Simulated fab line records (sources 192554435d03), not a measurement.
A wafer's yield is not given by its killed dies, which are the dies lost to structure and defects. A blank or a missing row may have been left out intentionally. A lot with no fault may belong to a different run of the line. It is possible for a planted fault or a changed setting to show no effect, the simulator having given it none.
A lot that was struck, set against a sound lot ; flow n5-finfet ; 14 steps out of a route of 1938
Sound: these wafers, L588.2, L588.4, L588.5. The struck wafers were L601.2, L601.3, L601.4. At the end, the cause is stated.
For every step that has rows: the tool of each side, followed by ch and its chambers, followed by its first start. Under that, the readings that differ: sound wafers ; struck wafers ; difference of the means ; sigmas: that difference in standard deviations of wafers without a fault.
alike: a reading whose means differ by less than 2 such deviations, as well as words and numbers matching on both sides. not compared: withheld readings; readings where some wafer has no value; bounds like >300 that might hide an equal value; numbers whose values overlap and for which the record gives no deviation.
Wherever a step has rows on one side only, a row that says differs or no value, or a row with sigmas, the two part there. Non-overlapping numbers with no deviation appear without sigmas and do not part them. A reading that every wafer of one side lacks parts them only if that side has two wafers or more.

first, 2 steps without rows for these wafers: N5_BEOL_M3_STRIP_65 (strips in N2/H2); N5_BEOL_M3_STRIP_75 (strips in N2/H2).
N5_BEOL_M3_STRIP_66: strips in CF4.
  sound on rie-diel-01 ch 1,2,3, day 6 22:35; struck on rie-diel-05 ch 1,2,3, day 10 17:12
reading;sound;struck;difference;sigmas
showerhead-plenum-p-Torr (Torr);1.71 1.74 1.74;1.80 1.84 1.81;+0.09;+2
  alike: drypump-motor-current-A, oes-product-au, rf-vpp-V, throttle-valve-pct
  not compared: rf-hours-counter-h
N5_BEOL_M3_HM_OPEN_17: chemistry Cl2/BCl3, target TiN, target depth 20 nm, overetch 6 nm.
  sound on rie-metal-02 ch 0,1, day 6 22:37; struck on rie-metal-01 ch 0,1, day 10 17:14
  alike: drypump-motor-current-A, oes-product-au, throttle-valve-pct
  not compared: rf-hours-counter-h
N5_BEOL_M3_STRIP_19: strips in O2.
  sound on rie-diel-05 ch 0,1, day 6 22:53; struck on rie-diel-01 ch 1,2,3, day 10 17:31
  alike: drypump-motor-current-A, oes-product-au, rf-vpp-V, showerhead-plenum-p-Torr, temp-c, throttle-valve-pct
  not compared: rf-hours-counter-h
N5_BEOL_M3_CD_MEAS_18: pitch 36 nm, target cd 18 nm.
  sound on cd-sem-03, day 6 22:58; struck on cd-sem-01, day 10 17:35
  alike: cd-nm
then, 6 steps without rows for these wafers: N5_BEOL_M3_COAT_67 (time 60 s, resist thk 60 nm); N5_BEOL_M3_COAT_68 (time 60 s, resist thk 12 nm); N5_BEOL_M3_COAT_76 (time 60 s, resist thk 5 nm); N5_BEOL_M3_COAT_22 (resist thk 30 nm); N5_BEOL_M3_EBR_24; N5_BEOL_M3_SOFTBAKE_23 (time 60 s).
N5_BEOL_M3_EXPOSE_25: exposes mask V2, defocus 5 nm.
  struck on euv-scanner-01, day 10 17:46; sound on euv-scanner-01 ch 0, day 6 23:16
  no value came back on the struck wafers for dipole-opening-deg (degrees), exposure-dose-mJ-cm2; on the sound wafers dipole-opening-deg (degrees) reads 30 30 30
  alike: mask
then, 1 step without rows for these wafers: N5_BEOL_M3_PEB_26 (peb time 60 s).

== WHERE THEY PART ==
At N5_BEOL_M3_STRIP_66 first; at N5_BEOL_M3_EXPOSE_25 last (within this record only).

WHY: whatever the simulator had introduced
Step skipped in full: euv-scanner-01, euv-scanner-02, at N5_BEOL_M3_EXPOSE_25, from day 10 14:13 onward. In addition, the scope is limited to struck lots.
